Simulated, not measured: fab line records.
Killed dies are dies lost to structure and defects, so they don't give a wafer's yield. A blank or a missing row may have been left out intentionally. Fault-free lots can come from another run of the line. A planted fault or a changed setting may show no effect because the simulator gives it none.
Matching of chambers + flow n5-finfet + rie-diel-05 running N5_SD_EPI_N_ETCH_35: 4 sister chambers
The step etches SOC in N2/H2, overetch 108 nm, time 486 s. 14 wafers are shown with their chamber, then 7 later ones without.

## WAFERS PAIRED WITH THEIR CHAMBERS
| wafer  | chamber | throttle-valve-pct (%) | showerhead-plenum-p-Torr (Torr) | oes-product-au (a.u.) |
|--------|---------|------------------------|---------------------------------|-----------------------|
| L076.2 | 1       | 24.01                  | 2.51                            | 0.64                  |
| L076.4 | 3       | 24.29                  | 2.64                            | 0.66                  |
| L076.6 | 2       | 23.54                  | 2.48                            | 0.77                  |
| L079.1 | 0       | 23.78                  | 2.48                            | 0.79                  |
| L079.2 | 1       | 24.01                  | 2.51                            | 0.64                  |
| L079.5 | 2       | 23.54                  | 2.48                            | 0.76                  |
| L083.2 | 2       | 23.57                  | 2.48                            | 0.74                  |
| L083.4 | 1       | 24.01                  | 2.50                            | 0.63                  |
| L083.5 | 1       | 24.03                  | 2.50                            | 0.63                  |
| L084.1 | 1       | 24.04                  | 2.50                            | 0.63                  |
| L084.5 | 0       | 23.78                  | 2.48                            | 0.78                  |
| L084.6 | 1       | 24.04                  | 2.50                            | 0.63                  |
| L087.2 | 1       | 24.05                  | 2.50                            | 0.62                  |
| L087.4 | 3       | 24.30                  | 2.63                            | 0.65                  |

SIGNATURES (averages over the wafers above)
| reading                  | chamber 0 | chamber 1 | chamber 2 | chamber 3 | scatter within a chamber |
|--------------------------|-----------|-----------|-----------|-----------|--------------------------|
| throttle-valve-pct       | 23.7800   | 24.0271   | 23.5500   | 24.2950   | 0.0155                   |
| showerhead-plenum-p-Torr | 2.4800    | 2.5029    | 2.4800    | 2.6350    | 0.00439                  |
| oes-product-au           | 0.7850    | 0.6314    | 0.7567    | 0.6550    | 0.00923                  |
Rule: for each reading, subtract the chamber's mean from the wafer's reading, divide by that reading's scatter and square the result; add these up over the readings and take the root, which gives the wafer's distance from the chamber. The wafer belongs to the nearest chamber; if the next one is less than 2 further off, it can't be placed. The scatter: take each reading less its chamber's mean, square it, sum over the shown wafers, divide by the number of wafers less the number of chambers, and take the root.

## WAFERS MISSING THEIR CHAMBER
| wafer  | throttle-valve-pct (%) | showerhead-plenum-p-Torr (Torr) | oes-product-au (a.u.) |
|--------|------------------------|---------------------------------|-----------------------|
| L087.6 | 23.58                  | 2.47                            | 0.74                  |
| L093.1 | 23.82                  | 2.47                            | 0.76                  |
| L093.2 | 23.59                  | 2.47                            | 0.72                  |
| L093.5 | 23.81                  | 2.47                            | 0.76                  |
| L097.2 | 23.59                  | 2.46                            | 0.72                  |
| L097.3 | 23.83                  | 2.47                            | 0.74                  |
| L097.5 | 23.61                  | 2.46                            | 0.71                  |

## CHAMBER TAKEN BY EACH
| wafer  | from the rows above | in truth |
|--------|---------------------|----------|
| L087.6 | 2                   | 2        |
| L093.1 | 0                   | 0        |
| L093.2 | 2                   | 2        |
| L093.5 | 0                   | 0        |
| L097.2 | 2                   | 2        |
| L097.3 | 0                   | 0        |
| L097.5 | 2                   | 2        |
Correctly placed: 7 of 7. Left unplaced by these rows: 0. 0 placed wrongly.
